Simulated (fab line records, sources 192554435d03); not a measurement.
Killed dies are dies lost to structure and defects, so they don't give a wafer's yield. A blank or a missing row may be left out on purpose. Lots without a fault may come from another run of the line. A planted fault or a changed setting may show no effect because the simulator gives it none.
Which tool did it? | flow n5_finfet | 12 lots, 36 wafers sampled, at 2 steps of a route of 1938

WHAT THE GAUGES READ, wafer by wafer
N5_PASSIVATION_OVL_MEAS_63. Usual: PAD_OVL 1 nm, standard deviation 6.2.
lot  | measured     | on         | PAD_OVL (nm) | flag
L928 | day 12 13:04 | overlay-02 | -7 -5 -9     |
L930 | day 12 08:25 | overlay-01 | -4 -8 0      |
L931 | day 13 05:47 | overlay-02 | -2 -3 -3     |
L932 | day 13 06:16 | overlay-02 | 0 -5 4       |
L936 | day 14 10:54 | overlay-02 | -5 -14 -1    |
L937 | day 14 08:47 | overlay-02 | -4 -3 -3     |
L938 | day 14 21:50 | overlay-01 | 3 11 7       |
L946 | day 17 08:14 | overlay-01 | 0 5 4        |
L947 | day 17 08:38 | overlay-02 | 1 -9 -5      |
L948 | day 17 04:11 | overlay-02 | 7 12 5       |
L950 | day 17 22:01 | overlay-01 | 6 -4 1       |
L951 | day 17 23:22 | overlay-01 | 16 4 6       |

WHICH TOOL RAN EACH LOT (tool, then ch and the chambers of the sampled wafers, then the start)
lot  | N5_GATE_CUT_STRIP_21
L928 | plasma_asher-02 ch 0,1, day 4 11:23
L930 | plasma_asher-01 ch 0,1, day 5 00:29
L931 | plasma_asher-01 ch 0,1, day 5 08:30
L932 | plasma_asher-01 ch 0,1, day 5 11:08
L936 | plasma_asher-02 ch 0,1, day 6 10:43
L937 | plasma_asher-01 ch 0,1, day 6 16:49
L938 | plasma_asher-02 ch 0,1, day 7 02:31
L946 | plasma_asher-01 ch 0,1, day 8 23:07
L947 | plasma_asher-01 ch 0,1, day 9 06:46
L948 | plasma_asher-01 ch 0,1, day 9 09:58
L950 | plasma_asher-02 ch 0,1, day 10 00:16
L951 | plasma_asher-01 ch 0,1, day 10 06:16
- N5_GATE_CUT_STRIP_21: strips in N2/H2, time 30 s.

WHAT THE TOOLS THEMSELVES READ (means of the sampled wafers that have a number; where no wafer has one, the mark that the record gives instead)
N5_GATE_CUT_STRIP_21. Usual: drypump_motor_current_A 5.8 A, standard deviation 0.51; heater_power_w 350 W, standard deviation 9.8.
lot  | tool            | drypump_motor_current_A (A) | heater_power_w (W) | flag
L928 | plasma_asher-02 | 5.2                         | 361                |
L930 | plasma_asher-01 | 6.1                         | 346                |
L931 | plasma_asher-01 | 6.3                         | 343                |
L932 | plasma_asher-01 | 6.3                         | 344                |
L936 | plasma_asher-02 | 5.2                         | 357                |
L937 | plasma_asher-01 | 6.3                         | 341                |
L938 | plasma_asher-02 | 5.2                         | 352                |
L946 | plasma_asher-01 | 6.3                         | 340                |
L947 | plasma_asher-01 | 6.2                         | 346                |
L948 | plasma_asher-01 | 6.1                         | 341                |
L950 | plasma_asher-02 | 5.2                         | 362                |
L951 | plasma_asher-01 | 6.3                         | 346                |

THE ANSWER, worked out from the rows above alone
Rule: a lot is off if the mean of its wafers that have a number lies more than 3 standard deviations from the usual mean. A lot without any number at a reading at which 4 lots or more have one is off too. The other lots that the step has rows for count as sound. The gauges are gone through in route order, then the tools' own readings, and for those a lot's mean is taken as printed above. The first step at which some lot is off is used, and at that step the reading that is off furthest; a lot without a number counts as furthest.
No lot is off at any reading shown: from this, nothing can be told.

WHAT THE SIMULATOR HAD PUT IN
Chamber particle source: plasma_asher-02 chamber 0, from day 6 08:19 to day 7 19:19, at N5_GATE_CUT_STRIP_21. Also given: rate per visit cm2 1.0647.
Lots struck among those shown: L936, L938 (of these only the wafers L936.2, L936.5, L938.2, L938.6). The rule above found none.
